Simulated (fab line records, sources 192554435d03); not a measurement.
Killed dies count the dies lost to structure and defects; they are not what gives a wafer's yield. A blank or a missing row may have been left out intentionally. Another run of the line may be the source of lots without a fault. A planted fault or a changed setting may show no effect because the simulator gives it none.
Matching of chambers | flow n5 finfet | N5_BEOL_M9_ETCH_66 on rie diel-03: 4 sister chambers
The step etches SOC in N2/H2, target depth 80 nm, overetch 16 nm, time 120 s. 8 wafers are shown with their chamber, then 10 later ones without.

WAFERS PAIRED WITH THEIR CHAMBERS
wafer  | chamber | drypump motor current A (A) | throttle valve pct (%)
L082.1 | 3       | 6.6                         | 17.53
L084.2 | 2       | 5.8                         | 17.75
L084.6 | 1       | 6.0                         | 18.32
L089.1 | 1       | 6.0                         | 18.32
L089.2 | 0       | 4.9                         | 17.60
L089.3 | 2       | 5.8                         | 17.79
L088.1 | 3       | 6.7                         | 17.58
L088.4 | 0       | 4.9                         | 17.60

WAFERS WITH NO CHAMBER GIVEN
wafer  | drypump motor current A (A) | throttle valve pct (%)
L088.6 | 6.1                         | 18.32
L091.2 | 4.9                         | 17.62
L091.4 | 5.7                         | 17.78
L091.6 | 6.6                         | 17.56
L095.2 | 6.7                         | 17.60
L095.3 | 5.8                         | 17.81
L095.4 | 4.9                         | 17.65
L097.1 | 6.6                         | 17.59
L097.2 | 4.9                         | 17.67
L097.3 | 5.8                         | 17.80

EACH ONE'S CHAMBER
wafer  | from the rows above | in truth
L088.6 | 1                   | 1
L091.2 | 0                   | 0
L091.4 | 2                   | 2
L091.6 | 3                   | 3
L095.2 | 3                   | 3
L095.3 | 2                   | 2
L095.4 | 0                   | 0
L097.1 | 3                   | 3
L097.2 | 0                   | 0
L097.3 | 2                   | 2
Correctly placed: 10 of 10. Can't be placed from these rows: 0. 0 placed wrongly.
How it was worked out, from the rows above alone: a wafer's distance from a chamber is the root of the sum, over the readings, of the square of ((its reading less the chamber's mean) divided by the reading's scatter). The wafer belongs to the nearest chamber; if the next one is less than 2 further off, it can't be placed. For every chamber, the mean is computed from those of its wafers that are shown. How the scatter is found: for the shown wafers, subtract from each reading the mean of its chamber, square and add these, divide the total by (wafers less chambers), then take the root.
